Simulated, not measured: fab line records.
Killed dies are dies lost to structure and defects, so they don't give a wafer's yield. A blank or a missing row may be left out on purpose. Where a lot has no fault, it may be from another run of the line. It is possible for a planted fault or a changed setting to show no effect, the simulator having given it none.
Matching of chambers ; flow nand harc ; ald hk-01 running NHARC_A_CHANNEL_FILL_D1_ALD_14: 4 sister chambers
The step deposits SiO2, target thk 2.5 nm, pulse time 10 s, ald cycles 25. 4 wafers are shown with their chamber, then 10 later ones without.

WAFERS, EACH WITH ITS CHAMBER
wafer;chamber;heater power w (W)
L087.1;0;443
L085.4;2;488
L086.1;3;506
L086.2;1;500

WAFERS WITH NO CHAMBER GIVEN
wafer;heater power w (W)
L086.6;487
L090.1;444
L090.4;526
L090.6;508
L089.1;482
L089.3;513
L089.6;500
L097.3;499
L097.4;504
L097.6;491

WHICH CHAMBER EACH WENT THROUGH
wafer;from the rows above;in truth
L086.6;can't be placed: 2 or 1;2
L090.1;0;0
L090.4;can't be placed: 3 or 1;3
L090.6;can't be placed: 3 or 1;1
L089.1;can't be placed: 2 or 1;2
L089.3;can't be placed: 3 or 1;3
L089.6;can't be placed: 1 or 3 or 2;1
L097.3;can't be placed: 1 or 3 or 2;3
L097.4;can't be placed: 3 or 1 or 2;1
L097.6;can't be placed: 2 or 1 or 3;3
Correct placement for 1 of the 10. Cannot be placed on the basis of these rows: 9; the candidates contain the true chamber in 9. 0 placed wrongly.
How it was worked out, from the rows above alone: a wafer's distance from a chamber is the root of the sum, over the readings, of the square of ((its reading less the chamber's mean) divided by the reading's scatter). The wafer belongs to the nearest chamber; if the next one is less than 2 further off, it can't be placed. The mean given for a chamber averages the wafers shown for that chamber. The scatter: root of mean squared gap, hidden wafer to nearest shown wafer, with one shown wafer a chamber.
